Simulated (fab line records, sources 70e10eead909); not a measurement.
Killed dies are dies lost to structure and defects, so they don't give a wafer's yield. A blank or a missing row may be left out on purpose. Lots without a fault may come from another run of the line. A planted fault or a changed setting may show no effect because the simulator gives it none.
Chamber matching | flow nand_harc | NHARC_A_CHANNEL_FILL_D1_ALD_02 on ald_hk-03: 4 sister chambers
The step deposits SiO2, target thk 6 nm, pulse time 10 s, ald cycles 60. 8 wafers are shown with their chamber, then 9 later ones without.

WAFERS WITH THEIR CHAMBER
wafer  | chamber | heater_power_w (W) | precursor_pulse_height_rel
L632.4 | 1       | 437                | 0.988
L632.5 | 2       | 468                | 1.014
L634.5 | 0       | 452                | 1.048
L633.4 | 1       | 427                | 0.995
L633.6 | 2       | 476                | 1.003
L637.2 | 3       | 475                | 0.993
L637.3 | 0       | 468                | 0.970
L637.6 | 3       | 466                | 1.002

WAFERS WITHOUT THEIR CHAMBER
wafer  | heater_power_w (W) | precursor_pulse_height_rel
L638.1 | 471                | 0.987
L638.3 | 432                | 0.991
L638.4 | 469                | 0.989
L641.1 | 467                | 1.019
L641.5 | 474                | 1.014
L641.6 | 468                | 0.992
L642.2 | 459                | 1.013
L642.4 | 481                | 1.017
L642.6 | 432                | 0.996

WHICH CHAMBER EACH WENT THROUGH
wafer  | from the rows above          | in truth
L638.1 | can't be placed: 3 or 2 or 0 | 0
L638.3 | 1                            | 1
L638.4 | can't be placed: 3 or 2 or 0 | 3
L641.1 | can't be placed: 2 or 3 or 0 | 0
L641.5 | can't be placed: 2 or 3 or 0 | 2
L641.6 | can't be placed: 3 or 2 or 0 | 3
L642.2 | can't be placed: 0 or 3 or 2 | 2
L642.4 | can't be placed: 2 or 3 or 0 | 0
L642.6 | 1                            | 1
Placed correctly: 2 of 9. Can't be placed from these rows: 7 (the true chamber is among the candidates in 7). Placed wrongly: 0.
How it was worked out, from the rows above alone: a wafer's distance from a chamber is the root of the sum, over the readings, of the square of ((its reading less the chamber's mean) divided by the reading's scatter). The wafer belongs to the nearest chamber; if the next one is less than 2 further off, it can't be placed. A chamber's mean is the mean of its shown wafers. The scatter: the root of (the sum of the squares of (reading less its chamber's mean) over the shown wafers, divided by (wafers less chambers)).
